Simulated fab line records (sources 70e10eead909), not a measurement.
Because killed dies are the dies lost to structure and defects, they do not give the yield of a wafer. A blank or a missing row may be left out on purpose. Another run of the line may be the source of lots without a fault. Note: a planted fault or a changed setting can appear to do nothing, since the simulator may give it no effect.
Chamber matching ; flow nand_harc ; rie_diel-08 running NHARC_A_WL_FILL_STRIP_29: 4 sister chambers
The step strips in O2, time 20 s. 14 wafers are shown with their chamber, then 7 later ones without.

== EACH WAFER AND ITS CHAMBER ==
wafer;chamber;drypump_motor_current_A (A);rf_vpp_V (V);oes_product_au (a.u.)
L074.1;3;5.7;58.7;0.994
L074.4;2;6.1;58.2;0.995
L074.6;1;5.9;57.1;0.989
L081.1;2;6.1;58.6;1.001
L081.2;0;6.5;58.0;1.003
L081.6;2;6.2;58.3;0.996
L082.1;3;5.7;58.5;1.009
L082.5;1;5.8;56.7;1.008
L082.6;3;5.7;57.5;0.997
L086.1;1;5.8;57.0;0.992
L086.2;3;5.7;57.9;1.005
L086.4;2;6.1;56.8;0.997
L091.1;2;6.2;57.6;1.008
L091.2;0;6.5;57.3;1.008

SIGNATURES, as means of the wafers listed above
reading;chamber 0;chamber 1;chamber 2;chamber 3;scatter within a chamber
drypump_motor_current_A;6.500;5.833;6.140;5.700;0.0432
rf_vpp_V;57.650;56.933;57.900;58.150;0.573
oes_product_au;1.00550;0.99633;0.99940;1.00125;0.00692
Rule: a wafer's distance from a chamber is the root of the sum, over the readings, of the square of ((its reading less the chamber's mean) divided by the reading's scatter). The wafer belongs to the nearest chamber; if the next one is less than 2 further off, it can't be placed. The scatter: take each reading less its chamber's mean, square it, sum over the shown wafers, divide by the number of wafers less the number of chambers, and take the root.

== WAFERS MISSING THEIR CHAMBER ==
wafer;drypump_motor_current_A (A);rf_vpp_V (V);oes_product_au (a.u.)
L091.3;5.8;57.3;1.009
L094.1;5.8;57.6;0.997
L094.2;5.7;59.9;0.995
L094.3;6.5;59.2;1.004
L094.4;6.2;56.5;1.000
L094.5;6.5;57.4;1.007
L094.6;5.8;57.1;0.998

== CHAMBER TAKEN BY EACH ==
wafer;from the rows above;in truth
L091.3;can't be placed: 1 or 3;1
L094.1;can't be placed: 1 or 3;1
L094.2;3;3
L094.3;0;0
L094.4;2;2
L094.5;0;0
L094.6;1;1
Correct placement for 5 of the 7. Not placeable from these rows: 2 (in 2, the candidates include the true chamber). 0 placed wrongly.
